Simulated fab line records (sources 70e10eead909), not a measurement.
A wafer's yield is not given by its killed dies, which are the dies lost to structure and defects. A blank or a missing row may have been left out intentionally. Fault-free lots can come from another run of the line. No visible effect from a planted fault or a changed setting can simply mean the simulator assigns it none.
Matching of chambers	flow nand-harc	4 sister chambers for NHARC_A_CHANNEL_FILL_D1_ETCHBACK_19 on rie-si-02
The step etches the open film in HBr/Cl2, target depth 5 nm, time 1.7 s. 8 wafers are shown with their chamber, then 9 later ones without.

## WAFERS, EACH WITH ITS CHAMBER
wafer	chamber	drypump-motor-current-A (A)	oes-product-au (a.u.)
L079.2	0	5.0	1.007
L080.5	0	5.0	1.002
L082.1	1	5.9	1.019
L087.4	2	5.7	0.998
L087.5	3	6.2	0.999
L089.1	2	5.7	1.002
L089.2	1	5.9	1.011
L089.3	3	6.3	1.006

## WAFERS WHOSE CHAMBER IS MISSING
wafer	drypump-motor-current-A (A)	oes-product-au (a.u.)
L090.1	5.7	0.999
L090.5	5.0	0.982
L090.6	6.3	1.006
L093.3	6.3	1.004
L093.5	5.9	1.013
L093.6	5.7	1.003
L096.1	5.0	0.989
L096.2	5.9	1.009
L096.3	6.2	0.992

## WHICH CHAMBER EACH WENT THROUGH
wafer	from the rows above	in truth
L090.1	2	2
L090.5	0	0
L090.6	3	3
L093.3	3	3
L093.5	1	1
L093.6	2	2
L096.1	0	0
L096.2	1	1
L096.3	3	3
Correctly placed: 9 of 9. Number that these rows cannot place: 0. 0 placed wrongly.
How it was worked out, from the rows above alone: a wafer's distance from a chamber is the root of the sum, over the readings, of the square of ((its reading less the chamber's mean) divided by the reading's scatter). If the next closest chamber is less than 2 further off than the closest, the wafer can't be placed; otherwise it belongs to the closest. The mean given for a chamber averages the wafers shown for that chamber. The scatter: take each reading less its chamber's mean, square it, sum over the shown wafers, divide by the number of wafers less the number of chambers, and take the root.
